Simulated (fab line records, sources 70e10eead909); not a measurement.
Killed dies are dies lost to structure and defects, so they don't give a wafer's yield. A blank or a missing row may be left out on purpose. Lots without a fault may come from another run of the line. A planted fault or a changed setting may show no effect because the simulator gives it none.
fab line records | flow nand_harc
record lots=6 wafers=18 last_day=24
route steps=1159 shown A_WL_FILL@828 A_CONTACT@840
lots that met no fault: from a run of the same line without faults
start_h: hours from the record's first day to the start of the lot's first wafer shown | wait_h: hours since the lot's step before | " the same as in the row above | L1.1+2: a row that stands for several wafers | - no value, or no start given | * or withheld: withheld | < > ~ a bound
route shown NAME@n: a module of which the file shows steps, and the number in the route of the first | usual: mean/standard deviation of fault-free wafers | same: alike in all rows | chamber/n: place in a boat | sites: the reading at each site | _std_site: their standard deviation | _edge_site: outer sites' mean less inner sites' | radius_mm: how far each site lies from the wafer's centre | mask NAME#n: copy n | behind: the tool/chamber that last shaped the wafer | hold: why the lot was held/for how many hours/how that ended | device: the transistor (n, p or np) that didn't switch | end of line: the same wafers' tests at the end of the route | a step without rows: its recipe alone | killed: dies lost to structure and defects at the first sort, not the wafer's yield | map: a wafer's dies, x killed, . not, _ none there
set.NAME: the setting as run; set.NAME@STEP: as run at that earlier step | model.NAME: the simulator's own value behind a step, which no gauge read
lots at some steps of the route; a table a step, a row a wafer
services: from which hour (start_h, from the record's first day; less than 0 if before it) a tool's chamber was out of use, for how many hours, and why
## steps
# step NHARC_A_WL_FILL_CVD_23
# recipe target_thk_a=400 temp_c=620 pressure_mtorr=200 time_s=800 material=poly-Si
# step NHARC_A_WL_FILL_ETCHBACK_26
# recipe target_depth_a=520 time_s=13.3 hbr_flow_sccm=150 rf_w=350 icp_w=350 bias_w=60 chemistry=HBr
# usual drypump_motor_current_A=5.9/0.56 oes_product_au=1.000/0.01 rf_fwd_power_W=342.3/1.4 throttle_valve_pct=23.265/0.0098
# columns lot.wafer tool chamber start_h wait_h drypump_motor_current_A oes_product_au rf_fwd_power_W rf_hours_counter_h throttle_valve_pct
L379.1 rie_si-01 3 393.40 0.4 6.4 0.991 345.1 0.5 23.275
L379.3 " 0 " " 6.6 0.992 340.3 0.6 23.275
L379.5 " 2 " " 5.6 0.991 340.9 - 23.264
L382.2 rie_si-02 1 409.12 0.4 5.6 1.008 344.2 0.1 23.258
L382.6 " 0 " " 5.0 1.004 340.3 - 23.267
L382.5 " 1 " " 5.6 1.020 342.0 - 23.272
L389.2 rie_si-01 2 449.15 0.4 5.5 1.003 340.5 0.7 23.262
L389.1 " 3 " " 6.4 0.991 344.4 0.9 23.266
L389.6 " 2 " " 5.5 1.012 341.1 - 23.268
L391.2 rie_si-04 0 462.98 0.4 6.1 1.008 339.6 0 23.254
L391.4 " 1 " " 4.8 0.993 342.8 0 23.254
L391.6 " 0 " " 6.2 1.004 339.8 - 23.277
L390.1 rie_si-02 0 463.01 0.4 5.0 0.996 342.7 0.5 23.265
L390.2 " 1 " " 5.6 1.018 344.3 0.5 23.281
L390.4 " 2 " " 5.7 0.990 341.0 0.5 23.268
L395.3 rie_si-01 1 490.73 0.4 6.4 1.013 342.5 0 23.261
L395.4 " 3 " " 6.4 1.002 344.4 0 23.271
L395.5 " 1 " " 6.4 1.019 341.8 - 23.273
# step NHARC_A_WL_FILL_PRECLEAN_30
# recipe time_s=10 chemistry=dHF
# step NHARC_A_WL_FILL_SRD_14
# step NHARC_A_WL_FILL_ALD_19
# recipe target_thk_a=20 pulse_time_s=3 ald_cycles=100 temp_c=450 material=TiN
# usual heater_power_w=1065/120 precursor_pulse_height_rel=1.001/0.019 susceptor_temp_C=450.03/0.22
# columns lot.wafer tool chamber start_h wait_h heater_power_w precursor_pulse_height_rel susceptor_temp_C
L379.3 ald_metal-03 3 393.64 0.1 1026 0.982 449.66
L379.1 " 1 " " 1006 0.959 450.23
L379.5 " 3 " " 1035 1.015 449.99
L382.2 ald_metal-02 0 409.37 0.1 1047 1.019 449.83
L382.6 " 0 " " 1038 1.023 449.92
L382.5 " 3 " " 1277 0.995 450.45
L389.1 ald_metal-03 3 449.46 0.1 1034 0.973 449.66
L389.2 " 0 " " 984 1.024 450.30
L389.6 " 1 " " 1017 0.951 450.08
L391.2 ald_metal-03 2 463.28 0.1 1065 1.033 449.98
L391.4 " 3 " " 1028 1.006 449.97
L391.6 " 2 " " 1074 0.995 450.04
L390.4 ald_metal-02 0 463.28 0.1 1036 0.993 449.90
L390.1 " 2 " " 1248 0.997 449.83
L390.2 " 3 " " 1265 0.987 449.69
L395.3 ald_metal-03 2 491.00 0.1 1056 1.017 450.16
L395.4 " 3 " " 1005 0.993 449.54
L395.5 " 3 " " 1009 1.026 450.14
# step NHARC_A_WL_FILL_CVD_20
# recipe target_thk_a=750 temp_c=300 pressure_torr=40 wf6_flow_sccm=40 h2_flow_sccm=1600 ar_flow_sccm=1560 time_s=5064 material=W
# usual heater_power_w=481/49 susceptor_temp_C=300.02/0.19 throttle_valve_pct=8.0/0.36
# columns lot.wafer tool chamber start_h wait_h heater_power_w susceptor_temp_C throttle_valve_pct
L379.1 cvd_w-02 0 - - 551 300.12 7.5
L379.3 " 0 " " 537 300.19 7.6
L379.5 " 1 " " 445 299.66 8.4
L382.2 cvd_w-01 0 - - 417 299.96 7.9
L382.6 " 0 " " 422 300.00 7.9
L382.5 " 1 " " 510 299.98 8.2
L389.2 cvd_w-01 1 - - 533 - 8.4
L389.1 " 0 " " 415 - 7.9
L389.6 " 1 " " 529 - 8.5
L390.1 cvd_w-02 0 - - 542 299.88 7.6
L390.2 " 1 " " 458 299.90 8.3
L390.4 " 1 " " 457 300.05 8.4
L391.2 cvd_w-01 0 - - 432 300.44 7.6
L391.4 " 1 " " 529 300.24 8.5
L391.6 " 0 " " 429 299.92 7.7
L395.4 cvd_w-02 0 - - 559 300.04 7.5
L395.3 " 1 " " 459 299.88 8.2
L395.5 " 0 " " 530 300.17 7.7
# step NHARC_A_WL_FILL_CMP_12
# recipe t_overpolish_s=30 target_thk_nm=75
# usual edge_zone_pressure_frac=1.001/0.0049 motor_current_A=11.9/1.2 overpolish_run_s=29.999/0.0089 slurry_flow_ml_min=150.0/0.43 time_to_endpoint_s=14.5/2.2
# columns lot.wafer tool chamber start_h wait_h edge_zone_pressure_frac motor_current_A overpolish_run_s slurry_flow_ml_min time_to_endpoint_s
L379.1 cmp-02 2 400.82 4.4 1.000 12.0 29.999 149.7 13.6
L379.3 " 3 " " 0.999 11.1 30.006 150.3 12.8
L379.5 " 2 " " 1.006 12.2 30.008 150.1 13.9
L382.2 cmp-02 3 419.36 4.4 1.007 11.2 29.978 150.9 12.8
L382.5 " 2 " " 1.000 12.0 30.013 150.0 15.5
L382.6 " 3 " " 1.000 10.8 29.979 150.4 12.6
L389.1 cmp-01 3 454.59 3.6 1.003 12.3 29.995 150.1 11.0
L389.2 " 0 " " 0.990 11.2 30.002 150.9 11.7
L389.6 " 3 " " 1.006 12.2 30.001 150.6 12.8
L391.2 cmp-04 1 468.53 3.6 1.001 10.1 30.010 149.8 11.2
L391.4 " 2 " " 0.996 12.7 30.008 149.7 14.0
L391.6 " 3 " " 0.993 10.6 29.996 150.0 16.4
L390.1 cmp-01 1 468.93 4.3 0.995 9.7 29.985 150.0 17.6
L390.2 " 2 " " 0.999 11.9 30.000 150.4 10.3
L390.4 " 3 " " 0.998 12.3 30.010 149.0 14.2
L395.3 cmp-02 1 498.03 2.2 1.001 12.9 29.997 149.5 13.5
L395.4 " 0 " " 1.004 13.6 30.011 150.1 14.8
L395.5 " 2 " " 0.997 12.6 30.002 149.4 16.5
# step NHARC_A_WL_FILL_SRD_31
# step NHARC_A_WL_FILL_INSPECT_15
# usual raw_defect_count=367/120
# columns lot.wafer tool chamber start_h wait_h raw_defect_count
L379.1 defect_inspect-02 - 401.27 0.0 229
L379.3 " - " " 299
L379.5 " - " " 311
L382.2 defect_inspect-02 - 419.82 0.0 275
L382.5 " - " " 506
L382.6 " - " " 450
L389.1 defect_inspect-02 - 455.05 0.0 370
L389.2 " - " " 629
L389.6 " - " " 289
L391.2 defect_inspect-02 - 468.97 0.0 659
L391.4 " - " " 463
L391.6 " - " " 664
L390.1 defect_inspect-02 - 469.41 0.0 423
L390.2 " - " " 319
L390.4 " - " " 283
L395.3 defect_inspect-01 - 498.50 0.0 201
L395.4 " - " " 215
L395.5 " - " " 293
# step NHARC_A_CONTACT_DEP_24
# recipe target_thk_a=5000 temp_c=400 pressure_torr=6.5 rf_w=900 teos_flow_sccm=161.4 flow_sccm=2650 target_thk_nm=500 gas=O2 material=SiO2
# usual heater_power_w=562/86 rf_fwd_power_W=898.4/2.5 showerhead_vpp_V=1884/53 susceptor_temp_C=399.99/0.23 throttle_valve_pct=16.2/0.49
# columns lot.wafer tool chamber start_h wait_h heater_power_w rf_fwd_power_W showerhead_vpp_V susceptor_temp_C throttle_valve_pct
L379.3 pecvd-01 2 401.33 0.1 515 896.2 1942 400.07 16.2
L379.1 " 0 " " 636 900.9 1870 399.93 15.8
L379.5 " 0 " " 663 903.9 1851 399.81 16.2
L382.2 pecvd-04 0 420.01 0.2 516 897.8 1855 399.45 16.5
L382.5 " 1 " " 462 896.4 1928 399.77 17.1
L382.6 " 0 " " 550 896.2 1835 399.59 16.5
L389.2 pecvd-04 1 455.13 0.1 334 1261.3 2268 399.92 16.8
L389.1 " 0 " " 557 899.3 1843 399.73 16.6
L389.6 " 2 " " 499 900.3 1908 400.47 15.5
L391.2 pecvd-01 2 469.10 0.1 581 900.9 1954 400.19 16.3
L391.6 " 1 " " 665 901.4 1857 399.86 16.4
L391.4 " 0 " " 511 897.7 1906 399.95 14.9
L390.2 pecvd-04 0 469.48 0.1 541 894.6 1840 399.81 16.7
L390.1 " 1 " " 271 1254.5 2238 400.08 16.6
L390.4 " 2 " " 549 893.1 1967 399.90 15.5
L395.3 pecvd-03 2 498.69 0.2 570 896.4 1796 399.97 16.1
L395.5 " 0 " " 501 898.6 1905 399.47 16.0
L395.4 " 1 " " 542 900.3 1941 400.09 16.1
## services
# columns tool chamber start_h hours kind
cmp-01 - 375.50 4.0 pm
rie_si-02 - 375.95 0.7 repair
pecvd-04 - 376.32 13.0 pm
pecvd-04 0 376.32 13.0 vent_cycle
cvd_w-02 - 377.15 13.0 pm
rie_si-02 - 388.00 9.0 pm
ald_metal-02 0 391.33 7.6 repair
ald_metal-02 1 399.22 12.6 repair
cmp-04 - 407.49 4.0 pm
cvd_w-02 0 408.94 4.0 repair
rie_si-02 1 413.60 1.7 repair
pecvd-01 - 418.00 13.0 pm
cmp-01 - 422.37 7.6 repair
cmp-02 - 422.56 4.0 pm
rie_si-04 1 427.59 9.2 repair
rie_si-04 - 453.00 9.0 pm
cmp-01 - 455.11 1.2 repair
pecvd-01 1 457.64 9.6 repair
ald_metal-02 1 458.60 1.6 repair
ald_metal-03 2 465.95 2.1 repair
pecvd-03 - 473.31 13.0 pm
cmp-01 - 473.50 4.0 pm
cvd_w-01 - 480.72 13.0 pm
rie_si-01 - 481.00 9.0 pm
## key
first_sign step=NHARC_A_CONTACT_DEP_24 reading=rf_fwd_power_W direction=up sigmas=99+ usual=* struck=*
effect step=NHARC_A_CONTACT_DEP_24 reading=showerhead_vpp_V direction=up sigmas=7 usual=1884 struck=2253
met_at NHARC_A_CONTACT_DEP_24
struck_wafers L389.2,L390.1
tester_left_out L389,L390
onset_between 420.01 455.13
fault kind=process_parameter_drift tool=pecvd-04 chamber=1 onset_h=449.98 steps=NHARC_A_CONTACT_DEP_24 channel=rf_w offset=* shape=step end_h=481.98 acts_in=* stated=*
# tester_left_out: of these lots the tester's yield and bins aren't shown, on N5 and GAA mostly nor the transistor test; their killed dies are dies lost to structure and defects alone, not to doping, threshold or leakage, so they don't give the yield
